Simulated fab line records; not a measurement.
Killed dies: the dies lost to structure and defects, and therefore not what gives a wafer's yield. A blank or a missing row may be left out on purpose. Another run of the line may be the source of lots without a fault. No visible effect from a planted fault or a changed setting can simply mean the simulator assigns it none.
Which tool did it? || flow nand-harc || 14 lots with 42 wafers sampled at 5 steps, on a route of 1159 steps

## WHAT EACH GAUGE READ, for each wafer
NHARC_A_SOURCE_PLATE_THK_MEAS_06: measures by ellipsometry.
{"lot": "L901", "measured": "day 7 11:54", "on": "film-metro-02", "thk-nm (nm)": "195.6 199.3 198.6"}
{"lot": "L903", "measured": "day 7 19:11", "on": "film-metro-01", "thk-nm (nm)": "200.3 199.5 201.1"}
{"lot": "L904", "measured": "day 8 02:50", "on": "film-metro-01", "thk-nm (nm)": "203.0 200.6 203.4"}
{"lot": "L905", "measured": "day 8 09:38", "on": "film-metro-02", "thk-nm (nm)": "198.7 198.7 197.8"}
{"lot": "L907", "measured": "day 8 20:28", "on": "film-metro-01", "thk-nm (nm)": "203.7 199.9 198.9"}
{"lot": "L906", "measured": "day 8 20:29", "on": "film-metro-02", "thk-nm (nm)": "202.0 201.9 201.2"}
{"lot": "L910", "measured": "day 9 08:37", "on": "film-metro-02", "thk-nm (nm)": "201.5 203.0 201.2"}
{"lot": "L909", "measured": "day 9 08:38", "on": "film-metro-01", "thk-nm (nm)": "200.2 200.9 200.2"}
{"lot": "L908", "measured": "day 9 08:38", "on": "film-metro-02", "thk-nm (nm)": "196.5 196.7 199.5"}
{"lot": "L911", "measured": "day 10 01:37", "on": "film-metro-02", "thk-nm (nm)": "197.9 197.4 197.2"}
{"lot": "L912", "measured": "day 10 01:37", "on": "film-metro-01", "thk-nm (nm)": "202.9 200.3 202.3"}
{"lot": "L917", "measured": "day 11 16:49", "on": "film-metro-01", "thk-nm (nm)": "203.6 201.2 201.4"}
{"lot": "L919", "measured": "day 12 03:38", "on": "film-metro-02", "thk-nm (nm)": "204.4 206.9 203.9"}
{"lot": "L924", "measured": "day 13 05:01", "on": "film-metro-01", "thk-nm (nm)": "202.6 200.8 201.5"}

NHARC_A_ONON_D1_THK_MEAS_27: measures by ellipsometry.
{"lot": "L901", "measured": "day 8 00:38", "on": "film-metro-01", "thk-nm (nm)": "999 1000 999"}
{"lot": "L903", "measured": "day 8 08:37", "on": "film-metro-02", "thk-nm (nm)": "992 993 992"}
{"lot": "L904", "measured": "day 8 15:33", "on": "film-metro-01", "thk-nm (nm)": "1005 1005 1006"}
{"lot": "L905", "measured": "day 8 21:25", "on": "film-metro-02", "thk-nm (nm)": "1012 1011 1010"}
{"lot": "L907", "measured": "day 9 08:12", "on": "film-metro-01", "thk-nm (nm)": "1008 1007 1008"}
{"lot": "L906", "measured": "day 9 08:13", "on": "film-metro-02", "thk-nm (nm)": "989 989 990"}
{"lot": "L910", "measured": "day 9 20:19", "on": "film-metro-02", "thk-nm (nm)": "1002 1000 1001"}
{"lot": "L909", "measured": "day 9 20:20", "on": "film-metro-01", "thk-nm (nm)": "1006 1005 1004"}
{"lot": "L908", "measured": "day 9 20:21", "on": "film-metro-02", "thk-nm (nm)": "998 997 996"}
{"lot": "L911", "measured": "day 10 16:23", "on": "film-metro-02", "thk-nm (nm)": "1016 1016 1018"}
{"lot": "L912", "measured": "day 10 16:25", "on": "film-metro-02", "thk-nm (nm)": "1002 1001 999"}
{"lot": "L917", "measured": "day 12 06:22", "on": "film-metro-01", "thk-nm (nm)": "1874 1876 1874 1874 1874 1876"}
{"lot": "L919", "measured": "day 12 16:25", "on": "film-metro-01", "thk-nm (nm)": "1883 1882 1883 1883 1884 1881"}
{"lot": "L924", "measured": "day 13 17:05", "on": "film-metro-02", "thk-nm (nm)": "1003 1001 1002"}

NHARC_A_ONON_D1_THK_MEAS_34: measures by ellipsometry.
{"lot": "L901", "measured": "day 8 01:46", "on": "film-metro-01", "thk-nm (nm)": "199.2 201.9 201.1"}
{"lot": "L903", "measured": "day 8 09:38", "on": "film-metro-02", "thk-nm (nm)": "196.7 203.4 200.8"}
{"lot": "L904", "measured": "day 8 16:35", "on": "film-metro-02", "thk-nm (nm)": "196.5 200.8 198.2"}
{"lot": "L905", "measured": "day 8 22:26", "on": "film-metro-02", "thk-nm (nm)": "198.3 203.3 205.3"}
{"lot": "L907", "measured": "day 9 09:32", "on": "film-metro-01", "thk-nm (nm)": "202.8 201.5 203.6"}
{"lot": "L906", "measured": "day 9 09:16", "on": "film-metro-01", "thk-nm (nm)": "198.3 200.0 198.6"}
{"lot": "L910", "measured": "day 9 21:22", "on": "film-metro-02", "thk-nm (nm)": "201.4 203.5 202.7"}
{"lot": "L909", "measured": "day 9 21:23", "on": "film-metro-02", "thk-nm (nm)": "196.3 195.9 199.6"}
{"lot": "L908", "measured": "day 9 21:32", "on": "film-metro-01", "thk-nm (nm)": "199.0 199.1 203.2"}
{"lot": "L911", "measured": "day 10 17:26", "on": "film-metro-01", "thk-nm (nm)": "200.8 202.7 202.2"}
{"lot": "L912", "measured": "day 10 17:27", "on": "film-metro-02", "thk-nm (nm)": "199.1 203.4 202.3"}
{"lot": "L924", "measured": "day 13 18:07", "on": "film-metro-02", "thk-nm (nm)": "198.4 199.5 201.9"}

NHARC_A_CHANNEL_HOLE_D1_CD_MEAS_10 targets a cd of 100 nm.
{"lot": "L901", "measured": "day 8 05:50", "on": "cd-sem-01", "cd-nm (nm)": "100.0 100.4 99.9"}
{"lot": "L903", "measured": "day 8 16:32", "on": "cd-sem-03", "cd-nm (nm)": "99.8 99.2 100.1"}
{"lot": "L904", "measured": "day 8 21:01", "on": "cd-sem-02", "cd-nm (nm)": "100.2 99.8 99.8"}
{"lot": "L905", "measured": "day 9 01:14", "on": "cd-sem-03", "cd-nm (nm)": "99.8 100.1 100.5"}
{"lot": "L907", "measured": "day 9 13:05", "on": "cd-sem-03", "cd-nm (nm)": "99.4 98.9 99.2"}
{"lot": "L906", "measured": "day 9 13:01", "on": "cd-sem-01", "cd-nm (nm)": "99.4 100.4 99.2"}
{"lot": "L910", "measured": "day 10 01:26", "on": "cd-sem-03", "cd-nm (nm)": "99.3 99.9 99.6"}
{"lot": "L909", "measured": "day 10 00:28", "on": "cd-sem-01", "cd-nm (nm)": "99.9 99.3 99.7"}
{"lot": "L908", "measured": "day 10 01:35", "on": "cd-sem-03", "cd-nm (nm)": "100.2 99.3 99.9"}
{"lot": "L911", "measured": "day 10 20:53", "on": "cd-sem-01", "cd-nm (nm)": "99.8 101.2 100.4"}
{"lot": "L912", "measured": "day 10 22:23", "on": "cd-sem-01", "cd-nm (nm)": "99.5 99.9 99.5"}
{"lot": "L924", "measured": "day 13 21:37", "on": "cd-sem-02", "cd-nm (nm)": "99.6 99.4 99.2"}

## TOOL THAT RAN EACH LOT (tool first, then ch and the chambers of the sampled wafers, then the start)
{"lot": "L901", "NHARC_A_ONON_D1_DEP_25": "pecvd-onon-03 ch 0, day 8 00:07"}
{"lot": "L903", "NHARC_A_ONON_D1_DEP_25": "pecvd-onon-03 ch 0, day 8 08:05"}
{"lot": "L904", "NHARC_A_ONON_D1_DEP_25": "pecvd-onon-02 ch 0, day 8 15:09"}
{"lot": "L905", "NHARC_A_ONON_D1_DEP_25": "pecvd-onon-01 ch 0, day 8 20:54"}
{"lot": "L907", "NHARC_A_ONON_D1_DEP_25": "pecvd-onon-03 ch 0, day 9 07:41"}
{"lot": "L906", "NHARC_A_ONON_D1_DEP_25": "pecvd-onon-02 ch 0, day 9 07:49"}
{"lot": "L910", "NHARC_A_ONON_D1_DEP_25": "pecvd-onon-01 ch 0, day 9 19:52"}
{"lot": "L909", "NHARC_A_ONON_D1_DEP_25": "pecvd-onon-02 ch 0, day 9 19:50"}
{"lot": "L908", "NHARC_A_ONON_D1_DEP_25": "pecvd-onon-03 ch 0, day 9 19:50"}
{"lot": "L911", "NHARC_A_ONON_D1_DEP_25": "pecvd-onon-02 ch 0, day 10 15:53"}
{"lot": "L912", "NHARC_A_ONON_D1_DEP_25": "pecvd-onon-03 ch 0, day 10 15:53"}
{"lot": "L917", "NHARC_A_ONON_D1_DEP_25": "pecvd-onon-03 ch 0, day 12 05:54"}
{"lot": "L919", "NHARC_A_ONON_D1_DEP_25": "pecvd-onon-03 ch 0, day 12 15:54"}
{"lot": "L924", "NHARC_A_ONON_D1_DEP_25": "pecvd-onon-01 ch 0, day 13 16:34"}
- NHARC_A_ONON_D1_DEP_25: target thk 1000 nm.

## AS READ BY THE TOOLS THEMSELVES (means over the sampled wafers that have a number; for cases with no such wafer, the mark the record gives instead)
NHARC_A_ONON_D1_DEP_25.
{"lot": "L901", "tool": "pecvd-onon-03", "n2o-flow-sccm (sccm)": 2001}
{"lot": "L903", "tool": "pecvd-onon-03", "n2o-flow-sccm (sccm)": 2004}
{"lot": "L904", "tool": "pecvd-onon-02", "n2o-flow-sccm (sccm)": 1999}
{"lot": "L905", "tool": "pecvd-onon-01", "n2o-flow-sccm (sccm)": 2004}
{"lot": "L907", "tool": "pecvd-onon-03", "n2o-flow-sccm (sccm)": 2004}
{"lot": "L906", "tool": "pecvd-onon-02", "n2o-flow-sccm (sccm)": 2010}
{"lot": "L910", "tool": "pecvd-onon-01", "n2o-flow-sccm (sccm)": 2003}
{"lot": "L909", "tool": "pecvd-onon-02", "n2o-flow-sccm (sccm)": 1997}
{"lot": "L908", "tool": "pecvd-onon-03", "n2o-flow-sccm (sccm)": 1996}
{"lot": "L911", "tool": "pecvd-onon-02", "n2o-flow-sccm (sccm)": 1995}
{"lot": "L912", "tool": "pecvd-onon-03", "n2o-flow-sccm (sccm)": 1996}
{"lot": "L917", "tool": "pecvd-onon-03", "n2o-flow-sccm (sccm)": 1997}
{"lot": "L919", "tool": "pecvd-onon-03", "n2o-flow-sccm (sccm)": 2005}
{"lot": "L924", "tool": "pecvd-onon-01", "n2o-flow-sccm (sccm)": 1995}

## THE ANSWER, worked out from the rows above alone
Rule: the usual values come from the lots themselves. The widest of any qualifying gaps counts: lots, ordered by their means at a reading, are off when they make up no more than a third of the lots, leave a main group of 4 or more, and stand apart from it by 3 or more times the standard deviation of that group's means. A main group is skipped when, at the precision printed for the reading in the tables above, its means are all equal. A lot without any number at a reading at which 4 lots or more have one is off too. Any other lot the step has rows for is counted as sound. The gauges are gone through in route order, then the tools' own readings, and for those a lot's mean is taken as printed above. The first step at which some lot is off is used, and at that step the reading that is off furthest; a lot without a number counts as furthest.
Off at NHARC_A_ONON_D1_THK_MEAS_27 (thk-nm): L917, L919. For the main group the mean is 1002 nm and the standard deviation 7.3.
If a tool, at a process step before that reading, ran all the lots that are off and no sound lot after the first of them, it fits. Gauges at NHARC_A_ONON_D1_THK_MEAS_27: tried the same way as those tools. This does not decide it: 2 tools fit, namely pecvd-onon-03 at NHARC_A_ONON_D1_DEP_25 and film-metro-01 at NHARC_A_ONON_D1_THK_MEAS_27.

## WHAT THE SIMULATOR HAD PUT IN
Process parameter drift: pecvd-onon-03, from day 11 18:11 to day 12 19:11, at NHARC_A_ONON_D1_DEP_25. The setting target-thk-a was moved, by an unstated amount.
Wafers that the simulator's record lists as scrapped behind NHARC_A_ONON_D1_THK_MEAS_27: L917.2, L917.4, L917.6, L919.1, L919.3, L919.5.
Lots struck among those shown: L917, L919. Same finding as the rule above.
